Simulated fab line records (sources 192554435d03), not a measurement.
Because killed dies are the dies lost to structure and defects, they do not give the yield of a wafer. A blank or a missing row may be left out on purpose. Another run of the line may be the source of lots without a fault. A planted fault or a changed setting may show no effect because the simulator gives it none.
fab line records -- flow n5-finfet
record lots=6, wafers=18, last-day=17
route steps=1938 shown BEOL_M9@1401
lots untouched by any fault: they come from a run of this same line in which no faults occurred
start-h: the number of hours between the record's first day and the start of the first shown wafer of the lot -- wait-h: hours from the lot's prior step to this one -- " the same as in the row above -- L1.1+2: several wafers, shown together as one row -- - either no value or no given start -- * or withheld: withheld -- < > ~ a bound
route shown NAME@n: names a module that has steps shown in the file, with the first one's number in the route -- usual: mean and standard deviation over wafers with no fault -- same: alike in all rows -- chamber/n: place in a boat -- sites: the reading at each site -- _std_site: standard deviation of those values -- _edge_site: mean of outer sites minus mean of inner sites -- radius-mm: for every site, how far away it sits from the centre of the wafer -- mask NAME#n: copy n -- behind: tool/chamber where the wafer was last shaped -- hold: why the lot went on hold/how many hours it stayed there/how the hold came to an end -- device: the transistor (n, p or np) that didn't switch -- end of line: at the end of the route, the tests of the same wafers -- for a step that has no rows: nothing shown but its recipe -- killed: at the first sort, the dies lost to defects and structure; wafer yield is something else -- map: shows each die of a wafer: x if killed, . if not, _ if none is there
set.NAME: the run value of the setting; set.NAME@STEP: its run value at that earlier step -- model.NAME: the simulator's own value behind a step, which no gauge read
a table for each step, a row for each wafer; lots at some steps of the route
services: from which hour (start-h, from the record's first day; less than 0 if before it) a tool's chamber was out of use, for how many hours, and why
## steps
# step N5_BEOL_M9_ILD_DEP_00
# recipe material=SiCOH_lowk, target-thk-a=3085.1, temp-c=300, precursor=DEMS/porogen, pressure-torr=5, rf-w=500, time-s=58
# usual heater-power-w=326/35, showerhead-plenum-p-Torr=5.739/0.016, throttle-valve-pct=13.8/0.69
lot.wafer,tool,chamber,start-h,wait-h,heater-power-w,showerhead-plenum-p-Torr,throttle-valve-pct
L559.3,pecvd-03,0,206.58,0.0,338,5.722,14.1
L559.5,pecvd-03,0,206.58,0.0,274,5.746,14.1
L559.6,pecvd-03,1,206.58,0.0,333,5.765,13.1
L561.1,pecvd-03,1,228.41,0.0,312,5.768,13.3
L561.4,pecvd-03,2,228.41,0.0,304,5.760,13.8
L561.6,pecvd-03,1,228.41,0.0,320,5.766,13.1
L568.1,pecvd-03,2,258.74,0.0,331,5.746,14.0
L568.3,pecvd-03,1,258.74,0.0,330,5.768,13.1
L568.6,pecvd-03,2,258.74,0.0,342,5.727,13.7
L577.1,pecvd-01,0,322.64,0.0,377,5.737,13.7
L577.2,pecvd-01,2,322.64,0.0,319,5.739,13.5
L577.3,pecvd-01,2,322.64,0.0,316,5.736,13.3
L579.2,pecvd-02,1,329.44,0.0,304,5.743,13.5
L579.3,pecvd-02,0,329.44,0.0,380,5.734,14.0
L579.5,pecvd-02,0,329.44,0.0,305,5.720,14.0
L582.1,pecvd-02,0,351.11,0.0,343,5.739,14.1
L582.2,pecvd-02,2,351.11,0.0,258,5.763,13.6
L582.5,pecvd-02,1,351.11,0.0,353,5.751,13.1
# step N5_BEOL_M9_CURE_71
# recipe temp-c=385, time-s=240, ambient=He/Ar, material=SiCOH_lowk
# usual lamp-power-pct=52.31/0.054, wafer_temp_C_max=387.0/0.64
lot.wafer,tool,chamber,start-h,wait-h,lamp-power-pct,wafer_temp_C_max
L559.3,uv-cure-02,1,207.12,0.5,52.32,387.1
L559.5,uv-cure-02,1,207.12,0.5,52.37,386.6
L559.6,uv-cure-02,1,207.12,0.5,52.36,387.5
L561.1,uv-cure-01,0,228.73,0.3,52.31,387.4
L561.4,uv-cure-01,0,228.73,0.3,52.36,387.5
L561.6,uv-cure-01,0,228.73,0.3,52.26,387.4
L568.1,uv-cure-03,2,258.82,0.0,52.35,386.3
L568.3,uv-cure-03,2,258.82,0.0,52.39,385.9
L568.6,uv-cure-03,2,258.82,0.0,52.23,386.2
L577.1,uv-cure-02,2,322.75,0.1,52.27,387.3
L577.2,uv-cure-02,2,322.75,0.1,52.32,387.1
L577.3,uv-cure-02,2,322.75,0.1,52.31,386.7
L579.2,uv-cure-02,0,329.60,0.1,52.18,386.7
L579.3,uv-cure-02,0,329.60,0.1,52.38,387.4
L579.5,uv-cure-02,0,329.60,0.1,52.37,386.9
L582.1,uv-cure-02,2,351.19,0.0,52.33,387.5
L582.2,uv-cure-02,2,351.19,0.0,52.30,386.5
L582.5,uv-cure-02,2,351.19,0.0,52.33,387.0
# step N5_BEOL_M9_THK_MEAS_01
# recipe reads=SiCOH_lowk_of_BEOL_M9_ILD_DEP_00
# usual M9_ILD_THK=269/3.4
lot.wafer,tool,chamber,start-h,wait-h,M9_ILD_THK[nm]
L559.3,film-metro-02,-,207.47,0.3,272
L559.5,film-metro-02,-,207.47,0.3,277
L559.6,film-metro-02,-,207.47,0.3,274
L561.1,film-metro-02,-,229.24,0.4,267
L561.4,film-metro-02,-,229.24,0.4,267
L561.6,film-metro-02,-,229.24,0.4,270
L568.1,film-metro-02,-,259.81,0.8,267
L568.3,film-metro-02,-,259.81,0.8,267
L568.6,film-metro-02,-,259.81,0.8,269
L577.1,film-metro-01,-,323.26,0.4,267
L577.2,film-metro-01,-,323.26,0.4,265
L577.3,film-metro-01,-,323.26,0.4,269
L579.2,film-metro-01,-,330.03,0.4,267
L579.3,film-metro-01,-,330.03,0.4,266
L579.5,film-metro-01,-,330.03,0.4,269
L582.1,film-metro-02,-,351.70,0.4,265
L582.2,film-metro-02,-,351.70,0.4,262
L582.5,film-metro-02,-,351.70,0.4,274
# step N5_BEOL_M9_PECVD_70
# recipe material=SiO2, target-thk-a=200, temp-c=400, precursor=TEOS/O2, pressure-torr=5.5, rf-w=450, teos-flow-sccm=53.8, gas=O2, flow-sccm=3000, time-s=22.7
# usual heater-power-w=751/62, showerhead-plenum-p-Torr=8.79/0.063, throttle-valve-pct=22.3/1
lot.wafer,tool,chamber,start-h,wait-h,heater-power-w,showerhead-plenum-p-Torr,throttle-valve-pct
L559.3,pecvd-03,2,207.51,0.0,672,8.80,22.5
L559.5,pecvd-03,1,207.51,0.0,668,8.93,21.0
L559.6,pecvd-03,0,207.51,0.0,674,8.75,22.5
L561.1,pecvd-02,1,229.28,0.0,767,8.77,21.6
L561.4,pecvd-02,0,229.28,0.0,687,8.76,22.7
L561.6,pecvd-02,2,229.28,0.0,698,8.84,21.6
L568.1,pecvd-02,2,259.85,0.0,751,8.87,22.0
L568.3,pecvd-02,0,259.85,0.0,816,8.76,22.6
L568.6,pecvd-02,2,259.85,0.0,748,8.86,21.9
L577.1,pecvd-03,1,323.30,0.0,801,8.93,20.8
L577.2,pecvd-03,0,323.30,0.0,730,8.75,22.9
L577.3,pecvd-03,2,323.30,0.0,761,8.82,22.7
L579.2,pecvd-03,0,330.07,0.0,780,8.73,22.6
L579.3,pecvd-03,2,330.07,0.0,704,8.83,22.7
L579.5,pecvd-03,2,330.07,0.0,691,8.82,22.6
L582.1,pecvd-03,1,351.74,0.0,799,8.93,21.2
L582.2,pecvd-03,0,351.74,0.0,741,8.73,22.4
L582.5,pecvd-03,1,351.74,0.0,794,8.91,20.9
# step N5_BEOL_M9_HM_DEP_02
# recipe material=TiN, target-thk-a=200, temp-c=25, chamber-pressure-pa=0.49996
# usual throttle-valve-pct=30.6/1
lot.wafer,tool,chamber,start-h,wait-h,throttle-valve-pct
L559.3,pvd-sputter-01,-,209.56,2.0,31.3
L559.5,pvd-sputter-01,-,209.56,2.0,31.5
L559.6,pvd-sputter-01,-,209.56,2.0,30.4
L561.1,pvd-sputter-02,-,230.15,0.9,30.5
L561.4,pvd-sputter-02,-,230.15,0.9,30.8
L561.6,pvd-sputter-02,-,230.15,0.9,29.9
L568.1,pvd-sputter-01,-,260.67,0.8,30.4
L568.3,pvd-sputter-01,-,260.67,0.8,32.6
L568.6,pvd-sputter-01,-,260.67,0.8,30.1
L577.1,pvd-sputter-03,-,324.35,1.0,28.6
L577.2,pvd-sputter-03,-,324.35,1.0,31.3
L577.3,pvd-sputter-03,-,324.35,1.0,28.8
L579.2,pvd-sputter-02,-,330.66,0.6,30.5
L579.3,pvd-sputter-02,-,330.66,0.6,29.7
L579.5,pvd-sputter-02,-,330.66,0.6,29.8
L582.1,pvd-sputter-01,-,352.79,1.0,31.5
L582.2,pvd-sputter-01,-,352.79,1.0,33.1
L582.5,pvd-sputter-01,-,352.79,1.0,31.2
# step N5_BEOL_M9_COAT_59
# recipe resist=SOC, temp-c=250, time-s=60, spin-rpm=1500, resist-thk-nm=100
# step N5_BEOL_M9_COAT_60
# recipe resist=SiARC, temp-c=220, time-s=60, spin-rpm=1500, resist-thk-nm=30
# step N5_BEOL_M9_COAT_05
# recipe resist=CAR-ArF, spin-rpm=1500, resist-thk-nm=90
# step N5_BEOL_M9_EBR_07
# recipe solvent=PGMEA, ebr-width-mm=1.5
# step N5_BEOL_M9_SOFTBAKE_06
# recipe temp-c=110, time-s=60, resist=CAR-ArF
# step N5_BEOL_M9_EXPOSE_08
# recipe mask-id=M9, na=1.35, source-shape=dipole, sigma-inner=0.411, sigma-outer=0.611, polarization=te, dose-mj=53.75
# step N5_BEOL_M9_PEB_09
# recipe peb-temp-c=withheld, peb-time-s=60, resist=CAR-ArF
# step N5_BEOL_M9_DEVELOP_10
# recipe develop-time-s=30, developer=TMAH, resist=CAR-ArF, rinse-liquid=diw, dry=air-spin, dev-temp-c=23
# usual chill-plate-temp-C=23.02/0.12, develop-time-s=30/0
lot.wafer,tool,chamber,start-h,wait-h,chill-plate-temp-C,develop-time-s,model.CAR-ArF_of_BEOL_M9_COAT_05.thk-nm
L559.3,litho-track-03,0,209.89,-,22.90,30,88.4
L559.5,litho-track-03,0,209.89,-,22.93,30,88.4
L559.6,litho-track-03,0,209.89,-,22.78,30,88.4
L561.1,litho-track-04,0,230.47,-,22.95,30,88.4
L561.4,litho-track-04,0,230.47,-,22.89,30,88.4
L561.6,litho-track-04,0,230.47,-,22.98,30,88.4
L568.1,litho-track-01,0,261.11,-,22.96,30,88.4
L568.3,litho-track-01,0,261.11,-,22.94,30,88.2
L568.6,litho-track-01,0,261.11,-,22.99,30,88
L577.1,litho-track-03,-,324.79,-,-,-,89.4
L577.2,litho-track-03,-,324.79,-,-,-,89.6
L577.3,litho-track-03,-,324.79,-,-,-,89.6
L579.2,litho-track-04,-,331.10,-,-,-,90
L579.3,litho-track-04,-,331.10,-,-,-,90.2
L579.5,litho-track-04,-,331.10,-,-,-,90
L582.1,litho-track-01,0,353.10,-,23.05,30,87.6
L582.2,litho-track-01,0,353.10,-,22.96,30,87.8
L582.5,litho-track-01,0,353.10,-,23.07,30,87.8
# step N5_BEOL_M9_CD_MEAS_11
# recipe target-cd-nm=64.1, landing-energy-ev=500, detector=se-inlens, polarity=opening
# usual cd-nm=64.1/0.51
lot.wafer,tool,chamber,start-h,wait-h,cd-nm
L559.3,cd-sem-01,0,209.95,-,63.9
L559.5,cd-sem-01,0,209.95,-,64.4
L559.6,cd-sem-01,0,209.95,-,64.1
L561.1,cd-sem-03,0,230.53,-,63.4
L561.4,cd-sem-03,0,230.53,-,63.4
L561.6,cd-sem-03,0,230.53,-,63.5
L568.1,cd-sem-01,0,261.17,-,64.2
L568.3,cd-sem-01,0,261.17,-,64.3
L568.6,cd-sem-01,0,261.17,-,63.8
L577.1,cd-sem-03,0,324.85,-,-
L577.2,cd-sem-03,0,324.85,-,-
L577.3,cd-sem-03,0,324.85,-,-
L579.2,cd-sem-01,0,331.16,-,-
L579.3,cd-sem-01,0,331.16,-,-
L579.5,cd-sem-01,0,331.16,-,-
L582.1,cd-sem-01,0,353.16,-,64.4
L582.2,cd-sem-01,0,353.16,-,65.1
L582.5,cd-sem-01,0,353.16,-,64.7
## services
tool,chamber,start-h,hours,kind
uv-cure-02,-,201.50,1.0,pm
pecvd-01,1,216.04,4.4,repair
pecvd-02,0,216.74,2.1,scheduled-down
uv-cure-02,-,221.68,7.5,pm
pecvd-02,-,228.51,0.7,repair
uv-cure-01,-,233.12,2.1,pm
pvd-sputter-02,-,238.19,1.5,repair
litho-track-01,-,238.30,-,consumable-replace:filter
uv-cure-02,-,242.01,0.8,repair
pecvd-01,2,259.72,5.5,scheduled-down
pecvd-03,0,262.20,2.1,scheduled-down
pecvd-02,2,276.66,6.6,repair
pvd-sputter-02,-,285.64,5.0,repair
pecvd-02,-,286.30,0.9,repair
uv-cure-02,-,289.93,16.1,repair
pecvd-01,1,290.76,2.1,scheduled-down
pecvd-03,-,311.16,3.1,repair
pecvd-01,1,320.58,8.3,repair
uv-cure-01,-,326.29,0.4,repair
pecvd-01,0,329.59,2.1,scheduled-down
uv-cure-01,-,337.44,0.4,repair
pvd-sputter-03,-,338.72,1.8,repair
uv-cure-02,-,351.75,2.1,pm
## key
first-sign step=N5_BEOL_M9_DEVELOP_10, reading=tool-record, direction=missing
effect none on later readings
model-effect step=N5_BEOL_M9_DEVELOP_10, value=CAR-ArF_of_BEOL_M9_COAT_05.thk-nm, without=88.07, struck=89.8
met-at N5_BEOL_M9_DEVELOP_10
struck-wafers L577.1,L577.2,L577.3,L579.2,L579.3,L579.5
later-rows-left-out L577.1,L577.2,L577.3,L579.2,L579.3,L579.5
sort-left-out L577.1,L577.2,L577.3,L579.2,L579.3,L579.5
onset-between 230.47 324.79
fault kind=skipped-step-whole, tool=litho-track-03,litho-track-04, chamber=-, onset-h=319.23, steps=N5_BEOL_M9_DEVELOP_10, scope=struck-lots-only
# sort-left-out: the simulated sort isn't trusted on such a fault, so these wafers' sort isn't shown, and their yield isn't known
# later-rows-left-out: the simulator's readings of these wafers behind a module that went badly wrong aren't trusted and aren't shown, but for the sort
